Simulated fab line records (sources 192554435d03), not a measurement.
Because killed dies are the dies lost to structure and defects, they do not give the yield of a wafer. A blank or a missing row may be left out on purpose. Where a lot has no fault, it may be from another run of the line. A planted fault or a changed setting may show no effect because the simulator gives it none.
fab line records ; flow n5-finfet
record lots=14; wafers=38; last-day=17
route steps=1938 shown BEOL_M6@1254 BEOL_M7@1263
lots that met no fault: taken from a fault-free run of the same line
start-h: the number of hours between the record's first day and the start of the first shown wafer of the lot ; wait-h: hours elapsed since this lot's preceding step ; " same as the row above ; L1.1+2: a row that stands for several wafers ; - either no value or no given start ; * or withheld: withheld ; < > ~ a bound
route shown NAME@n: a module of which the file shows steps, and the number in the route of the first ; usual: mean/standard deviation of fault-free wafers ; same: alike in all rows ; chamber/n: place in a boat ; sites: readings site by site ; _std_site: standard deviation of those values ; _edge_site: inner sites' mean taken away from outer sites' mean ; radius-mm: for every site, how far away it sits from the centre of the wafer ; mask NAME#n: copy n ; behind: the last tool/chamber to shape the wafer ; hold: cause of the lot's hold/its duration in hours/its outcome ; device: whichever transistor did not switch (one of n, p or np) ; end of line: the tests these same wafers got at the end of their route ; a step without rows: its recipe alone ; killed: dies that structure and defects cost at the first sort, which is not the same as the wafer's yield ; map: shows each die of a wafer: x if killed, . if not, _ if none is there
set.NAME: the run value of the setting; set.NAME@STEP: its run value at that earlier step ; model.NAME: the simulator's own value behind a step, which no gauge read
steps of the route over a sample of lots; a table a step, a row a wafer
services: when a tool's chamber went out of use (start-h, in hours from the record's first day, below 0 if earlier), for how many hours, and the reason
## steps
# step N5_BEOL_M6_SPUTTER_48
# recipe material=Cu; target-thk-a=100; temp-c=-20; bias-v=60; power-w=26000; chamber-pressure-pa=0.13; time-s=1.667
# usual bias-v=60.1/0.67; throttle-valve-pct=29.9/0.96
lot.wafer;tool;chamber;start-h;wait-h;bias-v;throttle-valve-pct
L979.1;pvd-sputter-03;-;184.77;0.1;60.1;30.3
L979.2;pvd-sputter-03;-;184.77;0.1;60.6;30.6
L979.3;pvd-sputter-03;-;184.77;0.1;60.3;29.3
L981.2;pvd-sputter-03;-;200.45;0.1;60.3;30.2
L981.5;pvd-sputter-03;-;200.45;0.1;60.4;30.2
L981.6;pvd-sputter-03;-;200.45;0.1;60.7;30.1
L982.1;pvd-sputter-03;-;200.55;0.1;59.3;29.3
L982.2;pvd-sputter-03;-;200.55;0.1;60.0;29.7
L982.5;pvd-sputter-03;-;200.55;0.1;59.9;30.2
L984.1;pvd-sputter-02;-;213.03;0.2;59.9;28.6
L984.2;pvd-sputter-02;-;213.03;0.2;60.4;28.7
L984.4;pvd-sputter-02;-;213.03;0.2;59.9;30.0
L985.2;pvd-sputter-02;-;214.95;0.1;59.6;28.6
L985.3;pvd-sputter-02;-;214.95;0.1;59.6;28.5
L985.6;pvd-sputter-02;-;214.95;0.1;60.2;28.7
L991.2;pvd-sputter-02;-;247.59;0.2;60.8;31.2
L991.3;pvd-sputter-02;-;247.59;0.2;60.8;30.2
L993.2;pvd-sputter-03;-;265.97;0.1;60.5;30.0
L993.4;pvd-sputter-03;-;265.97;0.1;60.4;29.0
L993.6;pvd-sputter-03;-;265.97;0.1;60.8;29.8
L995.4;pvd-sputter-01;-;285.53;0.0;60.4;30.5
L995.6;pvd-sputter-01;-;285.53;0.0;60.5;30.7
L996.1;pvd-sputter-03;-;291.85;0.1;60.9;30.6
L996.2;pvd-sputter-03;-;291.85;0.1;61.1;30.1
L997.1;pvd-sputter-01;-;296.17;0.1;60.9;29.7
L997.2;pvd-sputter-01;-;296.17;0.1;60.7;30.3
L999.4;pvd-sputter-03;-;304.48;0.1;60.8;30.6
L999.5;pvd-sputter-03;-;304.48;0.1;59.9;30.4
L999.6;pvd-sputter-03;-;304.48;0.1;60.4;29.4
L100.2;pvd-sputter-01;-;312.05;0.1;60.2;28.1
L100.3;pvd-sputter-01;-;312.05;0.1;60.0;30.8
L100.5;pvd-sputter-01;-;312.05;0.1;60.8;30.9
L102.3;pvd-sputter-01;-;321.02;0.1;59.9;29.9
L102.4;pvd-sputter-01;-;321.02;0.1;60.5;27.9
L102.6;pvd-sputter-01;-;321.02;0.1;60.0;28.0
L101.1;pvd-sputter-01;-;321.20;0.1;58.3;30.7
L101.2;pvd-sputter-01;-;321.20;0.1;61.1;29.9
L101.3;pvd-sputter-01;-;321.20;0.1;59.7;31.0
# step N5_BEOL_M6_CMP_52
# recipe stop-on=SiCOH_lowk; t-overpolish-s=6.9; down-force-psi=1; platen-rpm=50; clearing-platen-down-force-psi=1.5; clearing-platen-rpm=50; post-cmp-clean=cu-alkaline; target-thk-nm=80; clearing-platen-pad-velocity-m-s=0.99484; pad-velocity-m-s=0.99484
# usual barrier-field-endpoint-s=29.0/0.76; motor-current-A=5.8/0.51; overpolish-run-s=6.900/0.0093; retaining-ring-pressure-frac=0.999/0.0045; time-to-endpoint-s=63/3.2
# same t-overpolish-s=6.9
lot.wafer;tool;chamber;start-h;wait-h;barrier-field-endpoint-s;motor-current-A;overpolish-run-s;retaining-ring-pressure-frac;time-to-endpoint-s
L979.3;cmp-03;1;185.52;0.2;29.0;5.6;6.899;1.004;66
L979.2;cmp-03;3;185.52;0.2;28.6;5.5;6.899;1.006;64
L979.1;cmp-03;0;185.52;0.2;28.9;6.1;6.884;1.008;63
L981.2;cmp-03;2;201.28;0.2;28.7;6.2;6.890;1.005;59
L981.6;cmp-03;1;201.28;0.2;29.9;5.9;6.898;0.995;62
L981.5;cmp-03;2;201.28;0.2;29.6;6.2;6.910;0.998;58
L982.1;cmp-01;3;201.55;0.3;29.0;5.7;6.911;0.995;61
L982.2;cmp-01;1;201.55;0.3;29.4;4.9;6.913;1.002;66
L982.5;cmp-01;2;201.55;0.3;29.8;5.4;6.901;0.999;65
L984.2;cmp-01;3;214.18;0.2;28.3;6.0;6.896;1.008;63
L984.4;cmp-01;1;214.18;0.2;29.9;5.1;6.888;1.002;67
L984.1;cmp-01;2;214.18;0.2;28.0;5.2;6.905;1.003;61
L985.3;cmp-02;0;215.63;0.2;27.8;6.0;6.896;0.997;61
L985.2;cmp-02;2;215.63;0.2;29.1;6.0;6.902;0.997;63
L985.6;cmp-02;0;215.63;0.2;27.9;6.0;6.904;0.992;59
L991.3;cmp-01;3;248.63;0.3;28.2;5.8;6.909;0.998;61
L991.2;cmp-01;0;248.63;0.3;29.7;5.0;6.913;1.000;64
L993.2;cmp-03;3;266.51;0.2;27.9;5.5;6.898;1.000;61
L993.4;cmp-03;1;266.51;0.2;28.4;6.0;6.903;0.986;63
L993.6;cmp-03;2;266.51;0.2;27.5;6.2;6.901;1.001;57
L995.4;cmp-01;2;286.11;0.2;29.2;5.2;6.898;1.006;65
L995.6;cmp-01;0;286.11;0.2;28.6;5.1;6.885;0.997;63
L996.2;cmp-03;0;293.26;0.2;27.3;6.0;6.912;1.000;57
L996.1;cmp-03;3;293.26;0.2;27.7;5.6;6.884;0.994;60
L997.1;cmp-02;2;296.81;0.3;27.7;6.7;6.898;0.998;64
L997.2;cmp-02;0;296.81;0.3;28.4;6.0;6.900;1.000;67
L999.4;cmp-01;2;305.07;0.2;29.6;5.3;6.897;0.995;67
L999.6;cmp-01;0;305.07;0.2;29.0;5.0;6.901;0.998;64
L999.5;cmp-01;1;305.07;0.2;28.9;4.8;6.913;0.997;63
L100.3;cmp-03;3;312.63;0.2;28.4;5.2;6.911;0.997;64
L100.2;cmp-03;0;312.63;0.2;27.2;6.3;6.899;1.002;59
L100.5;cmp-03;1;312.63;0.2;28.6;5.8;6.908;1.000;63
L102.4;cmp-01;0;322.01;0.1;29.5;5.4;6.902;1.000;62
L102.3;cmp-01;2;322.01;0.1;29.9;5.4;6.901;1.005;68
L102.6;cmp-01;1;322.01;0.1;29.7;5.0;6.904;0.995;66
L101.2;cmp-02;1;322.23;0.3;29.6;6.8;6.900;0.994;71
L101.3;cmp-02;2;322.23;0.3;28.9;6.3;6.909;0.996;66
L101.1;cmp-02;3;322.23;0.3;28.7;5.9;6.879;1.007;64
# step N5_BEOL_M7_ILD_DEP_00
# recipe material=SiCOH_lowk; target-thk-a=1797.5; temp-c=300; precursor=DEMS/porogen; pressure-torr=5; rf-w=500; time-s=33.4
# usual heater-power-outer-w=149/25; heater-power-w=324/31; showerhead-plenum-p-Torr=5.734/0.017; throttle-valve-pct=13.8/0.78
lot.wafer;tool;chamber;start-h;wait-h;heater-power-outer-w;heater-power-w;showerhead-plenum-p-Torr;throttle-valve-pct
L979.1;pecvd-04;1;186.01;0.0;153;312;5.734;13.5
L979.2;pecvd-04;2;186.01;0.0;137;307;5.723;14.0
L979.3;pecvd-04;0;186.01;0.0;161;332;5.730;15.1
L981.2;pecvd-02;2;201.73;0.0;99;266;5.722;12.4
L981.5;pecvd-02;0;201.73;0.0;149;325;5.743;13.1
L981.6;pecvd-02;2;201.73;0.0;107;280;5.722;12.3
L982.1;pecvd-04;2;202.00;0.0;151;322;5.725;13.8
L982.2;pecvd-04;0;202.00;0.0;127;277;5.727;15.0
L982.5;pecvd-04;0;202.00;0.0;128;282;5.736;15.1
L984.1;pecvd-03;1;214.66;0.0;150;304;5.750;14.6
L984.2;pecvd-03;2;214.66;0.0;131;314;5.711;14.0
L984.4;pecvd-03;1;214.66;0.0;154;317;5.750;14.7
L985.2;pecvd-03;2;216.12;0.0;129;306;5.721;14.0
L985.3;pecvd-03;0;216.12;0.0;127;313;5.763;13.6
L985.6;pecvd-03;1;216.12;0.0;162;321;5.757;14.6
L991.2;pecvd-04;1;249.04;0.0;161;340;5.740;13.9
L991.3;pecvd-04;1;249.04;0.0;109;269;5.741;13.8
L993.2;pecvd-02;0;266.97;0.0;154;332;5.753;13.2
L993.4;pecvd-02;1;266.97;0.0;164;332;5.719;14.3
L993.6;pecvd-02;0;266.97;0.0;155;340;5.735;13.2
L995.4;pecvd-03;1;286.54;0.1;163;311;5.751;14.8
L995.6;pecvd-03;2;286.54;0.1;132;310;5.729;14.0
L996.1;pecvd-03;0;293.75;0.0;145;342;5.769;13.6
L996.2;pecvd-03;2;293.75;0.0;99;275;5.696;14.0
L997.1;pecvd-02;2;297.26;0.0;126;298;5.713;12.6
L997.2;pecvd-02;0;297.26;0.0;162;340;5.738;13.3
L999.4;pecvd-03;2;305.50;0.1;143;334;5.709;13.9
L999.5;pecvd-03;1;305.50;0.1;149;300;5.730;14.5
L999.6;pecvd-03;0;305.50;0.1;163;373;5.761;13.6
L100.2;pecvd-04;1;313.04;0.0;151;313;5.722;13.8
L100.3;pecvd-04;0;313.04;0.0;126;289;5.730;15.3
L100.5;pecvd-04;2;313.04;0.0;145;318;5.724;12.5
L102.3;pecvd-04;1;322.50;0.0;138;308;5.732;13.7
L102.4;pecvd-04;0;322.50;0.0;152;316;5.727;15.0
L102.6;pecvd-04;2;322.50;0.0;142;305;5.736;12.6
L101.1;pecvd-03;0;322.68;0.0;160;357;5.755;13.4
L101.2;pecvd-03;1;322.68;0.0;182;345;5.731;14.8
L101.3;pecvd-03;2;322.68;0.0;131;315;5.698;14.1
# step N5_BEOL_M7_ETCH_62
# recipe chemistry=N2/H2; target=SOC; target-depth-a=1100; overetch-a=220; mask-material=SiARC; temp-c=40; time-s=165; ion-energy-ev=200; pressure-mtorr=30; source-w=840; bias-w=150; n2-flow-sccm=200; h2-flow-sccm=200
# usual bias-w=150.1/0.52; chamber-pressure-mTorr=30.003/0.028; drypump-motor-current-A=5.72/0.28; oes-product-au=0.64/0.06; rf-vpp-V=524.1/2.4; showerhead-plenum-p-Torr=2.55/0.082; throttle-valve-pct=17.95/0.17
lot.wafer;tool;chamber;start-h;wait-h;bias-w;chamber-pressure-mTorr;drypump-motor-current-A;oes-product-au;rf-hours-counter-h;rf-vpp-V;showerhead-plenum-p-Torr;throttle-valve-pct
L979.1;rie-diel-06;1;188.28;0.0;150.0;29.960;5.88;0.63;173;527.4;2.65;17.96
L979.2;rie-diel-06;0;188.28;0.0;150.2;30.046;5.84;0.62;154;525.7;2.52;18.00
L979.3;rie-diel-06;3;188.28;0.0;149.8;29.996;5.81;0.76;40;524.5;2.59;17.99
L981.2;rie-diel-06;3;204.80;0.0;-;-;-;-;-;-;-;-
L981.5;rie-diel-06;3;204.80;0.0;-;-;-;-;-;-;-;-
L981.6;rie-diel-06;0;204.80;0.0;-;-;-;-;-;-;-;-
L982.1;rie-diel-06;1;205.05;0.0;-;-;-;-;-;-;-;-
L982.2;rie-diel-06;2;205.05;0.0;-;-;-;-;-;-;-;-
L982.5;rie-diel-06;0;205.05;0.0;-;-;-;-;-;-;-;-
L984.1;rie-diel-06;2;218.41;0.0;151.2;29.995;5.52;0.59;220;522.7;2.53;17.90
L984.2;rie-diel-06;0;218.41;0.0;150.2;29.993;5.85;0.61;162;524.1;2.52;18.02
L984.4;rie-diel-06;1;218.41;0.0;150.0;30.024;5.91;0.62;182;527.1;2.64;17.98
L985.2;rie-diel-06;3;218.93;0.0;150.2;29.995;5.81;0.75;49;524.8;2.59;17.99
L985.3;rie-diel-06;2;218.93;0.0;149.1;30.014;5.53;0.59;220;522.5;2.53;17.90
L985.6;rie-diel-06;0;218.93;0.0;149.8;30.042;5.83;0.62;-;522.8;2.52;18.02
L991.2;rie-diel-06;2;251.99;0.0;150.3;29.996;5.53;0.58;230;523.3;2.52;17.92
L991.3;rie-diel-06;1;251.99;0.0;150.3;29.997;5.93;0.62;193;525.6;2.64;18.00
L993.2;rie-diel-05;1;268.94;0.0;150.5;29.990;5.72;0.61;191;524.1;2.51;17.56
L993.4;rie-diel-05;3;268.94;0.0;150.0;30.049;6.11;0.72;42;528.2;2.70;17.97
L993.6;rie-diel-05;2;268.94;0.0;150.0;30.044;5.59;0.71;-;526.1;2.57;17.67
L995.4;rie-diel-06;2;290.87;0.0;150.0;30.038;5.50;0.57;241;522.4;2.52;17.94
L995.6;rie-diel-06;0;290.87;0.0;150.5;29.941;5.84;0.61;-;524.0;2.51;18.05
L996.1;rie-diel-05;3;296.09;0.0;149.5;30.018;6.13;0.71;50;528.2;2.69;18.00
L996.2;rie-diel-05;0;296.09;0.0;149.2;30.037;5.88;0.61;184;519.1;2.42;17.99
L997.1;rie-diel-03;1;299.96;0.0;151.0;30.023;6.21;0.58;232;518.2;2.41;18.12
L997.2;rie-diel-03;0;299.96;0.0;150.8;30.022;5.39;0.58;239;522.9;2.51;18.19
L999.4;rie-diel-03;3;308.73;0.0;149.9;30.010;5.22;0.60;223;522.5;2.52;18.09
L999.5;rie-diel-03;3;308.73;0.0;149.6;29.990;5.24;0.60;-;523.3;2.51;18.08
L999.6;rie-diel-03;0;308.73;0.0;150.4;30.008;5.40;0.58;-;523.0;2.51;18.18
L100.2;rie-diel-06;1;316.08;0.0;149.7;30.008;5.91;0.60;213;525.8;2.63;18.04
L100.3;rie-diel-06;0;316.08;0.0;149.8;30.087;5.83;0.60;191;523.7;2.51;18.07
L100.5;rie-diel-06;2;316.08;0.0;149.6;29.981;5.53;0.57;-;522.9;2.51;17.97
L102.3;rie-diel-03;3;324.11;0.0;150.1;30.026;5.23;0.60;227;521.4;2.51;18.10
L102.4;rie-diel-03;2;324.11;0.0;150.2;30.004;5.54;0.71;40;527.6;2.70;17.65
L102.6;rie-diel-03;1;324.11;0.0;148.9;29.981;6.24;0.57;-;521.4;2.41;18.14
L101.1;rie-diel-03;1;324.37;0.0;149.5;30.038;6.22;0.58;239;520.5;2.41;18.13
L101.2;rie-diel-03;3;324.37;0.0;149.2;30.006;5.26;0.60;227;523.4;2.51;18.10
L101.3;rie-diel-03;0;324.37;0.0;151.1;30.021;5.41;0.58;246;521.1;2.51;18.17
# step N5_BEOL_M7_HM_OPEN_17
# recipe chemistry=Cl2/BCl3; target-depth-a=200; overetch-a=60; target=TiN; mask-material=SOC; ion-energy-ev=150; pressure-mtorr=10; icp-w=1000; bias-w=126; Cl2_flow_sccm=53.25; bcl3-flow-sccm=21.75; Ar_flow_sccm=25
# usual drypump-motor-current-A=5.47/0.23; oes-product-au=0.68/0.07; throttle-valve-pct=22.32/0.25
lot.wafer;tool;chamber;start-h;wait-h;drypump-motor-current-A;oes-product-au;rf-hours-counter-h;throttle-valve-pct
L979.1;rie-metal-03;1;188.47;0.0;5.84;0.79;5;22.37
L979.2;rie-metal-03;0;188.47;0.0;5.44;0.69;34;22.23
L979.3;rie-metal-03;0;188.47;0.0;5.44;0.68;-;22.22
L981.2;rie-metal-01;0;204.98;0.0;5.46;0.25;91;23.27
L981.5;rie-metal-01;1;204.98;0.0;5.34;0.32;-;22.55
L981.6;rie-metal-01;0;204.98;0.0;5.46;0.25;-;23.28
L982.1;rie-metal-03;0;205.24;0.0;5.47;0.30;35;22.88
L982.2;rie-metal-03;1;205.24;0.0;5.85;0.34;6;23.05
L982.5;rie-metal-03;0;205.24;0.0;5.47;0.30;-;22.89
L984.1;rie-metal-01;0;218.59;0.0;5.47;0.59;92;22.61
L984.2;rie-metal-01;1;218.59;0.0;5.32;0.72;22;21.88
L984.4;rie-metal-01;0;218.59;0.0;5.46;0.57;-;22.64
L985.2;rie-metal-01;1;219.12;0.0;5.35;0.71;22;21.88
L985.3;rie-metal-01;1;219.12;0.0;5.29;0.70;-;21.90
L985.6;rie-metal-01;0;219.12;0.0;5.45;0.57;-;22.63
L991.2;rie-metal-01;1;252.17;0.0;5.33;0.70;25;21.89
L991.3;rie-metal-01;0;252.17;0.0;5.44;0.56;-;22.66
L993.2;rie-metal-03;0;269.13;0.0;5.43;0.66;40;22.26
L993.4;rie-metal-03;0;269.13;0.0;5.45;0.66;-;22.24
L993.6;rie-metal-03;0;269.13;0.0;5.46;0.66;-;22.25
L995.4;rie-metal-02;1;291.09;0.1;5.06;0.74;-;22.49
L995.6;rie-metal-02;0;291.09;0.1;5.65;0.63;-;22.39
L996.1;rie-metal-01;0;296.27;0.0;5.43;0.57;98;22.62
L996.2;rie-metal-01;1;296.27;0.0;5.36;0.69;29;21.90
L997.1;rie-metal-01;1;300.15;0.0;5.37;0.69;29;21.89
L997.2;rie-metal-01;0;300.15;0.0;5.45;0.56;98;22.65
L999.4;rie-metal-02;0;308.94;0.1;5.67;0.63;-;22.37
L999.5;rie-metal-02;1;308.94;0.1;5.05;0.73;-;22.52
L999.6;rie-metal-02;0;308.94;0.1;5.63;0.62;-;22.38
L100.2;rie-metal-01;0;316.27;0.0;5.44;0.57;100;22.64
L100.3;rie-metal-01;1;316.27;0.0;5.35;0.69;-;21.90
L100.5;rie-metal-01;1;316.27;0.0;5.35;0.68;-;21.92
L102.3;rie-metal-03;1;324.33;0.1;5.84;0.74;-;22.41
L102.4;rie-metal-03;0;324.33;0.1;5.46;0.65;-;22.25
L102.6;rie-metal-03;1;324.33;0.1;5.85;0.73;-;22.43
L101.1;rie-metal-02;0;324.56;0.0;5.61;0.61;55;22.38
L101.2;rie-metal-02;1;324.56;0.0;5.06;0.73;20;22.51
L101.3;rie-metal-02;1;324.56;0.0;5.05;0.73;-;22.51
# step N5_BEOL_M7_CD_MEAS_18
# recipe pitch-nm=80; target-cd-nm=40
# usual cd-nm=39.8/0.59
lot.wafer;tool;chamber;start-h;wait-h;cd-nm
L979.1;cd-sem-03;-;188.65;0.0;39.1
L979.2;cd-sem-03;-;188.65;0.0;40.1
L979.3;cd-sem-03;-;188.65;0.0;39.3
L981.2;cd-sem-02;-;205.24;0.1;-
L981.5;cd-sem-02;-;205.24;0.1;-
L981.6;cd-sem-02;-;205.24;0.1;-
L982.1;cd-sem-01;-;205.50;0.0;-
L982.2;cd-sem-01;-;205.50;0.0;-
L982.5;cd-sem-01;-;205.50;0.0;-
L984.1;cd-sem-02;-;218.77;0.0;39.7
L984.2;cd-sem-02;-;218.77;0.0;39.9
L984.4;cd-sem-02;-;218.77;0.0;39.9
L985.2;cd-sem-03;-;219.42;0.1;40.2
L985.3;cd-sem-03;-;219.42;0.1;40.3
L985.6;cd-sem-03;-;219.42;0.1;40.9
L991.2;cd-sem-01;-;252.45;0.1;39.6
L991.3;cd-sem-01;-;252.45;0.1;39.4
L993.2;cd-sem-01;-;269.39;0.1;40.4
L993.4;cd-sem-01;-;269.39;0.1;39.5
L993.6;cd-sem-01;-;269.39;0.1;40.3
L995.4;cd-sem-02;-;291.34;0.1;39.7
L995.6;cd-sem-02;-;291.34;0.1;40.3
L996.1;cd-sem-02;-;296.49;0.0;40.3
L996.2;cd-sem-02;-;296.49;0.0;40.3
L997.1;cd-sem-01;-;300.33;0.0;39.3
L997.2;cd-sem-01;-;300.33;0.0;38.9
L999.4;cd-sem-02;-;309.26;0.1;39.6
L999.5;cd-sem-02;-;309.26;0.1;40.0
L999.6;cd-sem-02;-;309.26;0.1;40.1
L100.2;cd-sem-02;-;316.49;0.1;39.7
L100.3;cd-sem-02;-;316.49;0.1;40.3
L100.5;cd-sem-02;-;316.49;0.1;40.0
L102.3;cd-sem-03;-;324.51;0.1;40.6
L102.4;cd-sem-03;-;324.51;0.1;39.4
L102.6;cd-sem-03;-;324.51;0.1;40.0
L101.1;cd-sem-01;-;324.74;0.0;40.9
L101.2;cd-sem-01;-;324.74;0.0;40.9
L101.3;cd-sem-01;-;324.74;0.0;40.1
## services
tool;chamber;start-h;hours;kind
pvd-sputter-01;-;161.78;0.8;repair
cmp-01;-;165.80;0.3;repair
cmp-01;-;182.22;4.0;pm
cmp-01;-;186.22;4.1;pm
cmp-03;-;192.87;3.3;repair
pecvd-02;1;195.84;18.6;repair
rie-diel-03;2;214.25;38.8;repair
cmp-02;-;220.16;4.0;pm
cmp-01;-;238.83;2.8;repair
cmp-02;-;243.49;2.6;repair
cmp-03;-;250.71;4.4;repair
pecvd-03;-;254.60;0.9;repair
pecvd-04;1;258.07;2.8;repair
rie-diel-06;0;270.40;9.1;repair
rie-diel-05;2;270.47;12.0;repair
rie-metal-03;-;272.56;2.8;pm
pecvd-04;-;277.54;5.4;repair
cmp-03;-;282.92;4.9;pm
cmp-02;-;306.34;4.8;pm
pecvd-03;1;308.67;4.0;repair
cmp-01;-;309.04;0.5;repair
pecvd-02;-;317.75;2.8;pm
pecvd-03;-;321.24;0.5;repair
cmp-02;-;323.75;10.4;pm
## key
first-sign step=N5_BEOL_M7_ETCH_62; reading=tool-record; direction=missing
effect step=N5_BEOL_M7_HM_OPEN_17; reading=oes-product-au; direction=down; sigmas=5.4; usual=0.68; struck=0.29
effect step=N5_BEOL_M7_CD_MEAS_18; reading=cd-nm; direction=missing
met-at N5_BEOL_M7_ETCH_62
struck-lots L981,L982
later-rows-left-out L981.2,L981.5,L981.6,L982.1,L982.2,L982.5
sort-left-out L981.2,L981.5,L981.6,L982.1,L982.2,L982.5
not-acting-at N5_BEOL_M6_SPUTTER_48,N5_BEOL_M6_CMP_52,N5_BEOL_M7_ILD_DEP_00
onset-between 188.28 204.80
fault kind=skipped-step-whole; tool=rie-diel-06; chamber=-; onset-h=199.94; steps=N5_BEOL_M7_ETCH_62; scope=struck-lots-only
# sort-left-out: the simulated sort isn't trusted on such a fault, so these wafers' sort isn't shown, and their yield isn't known
# later-rows-left-out: the simulator's readings of these wafers behind a module that went badly wrong aren't trusted and aren't shown, but for the sort
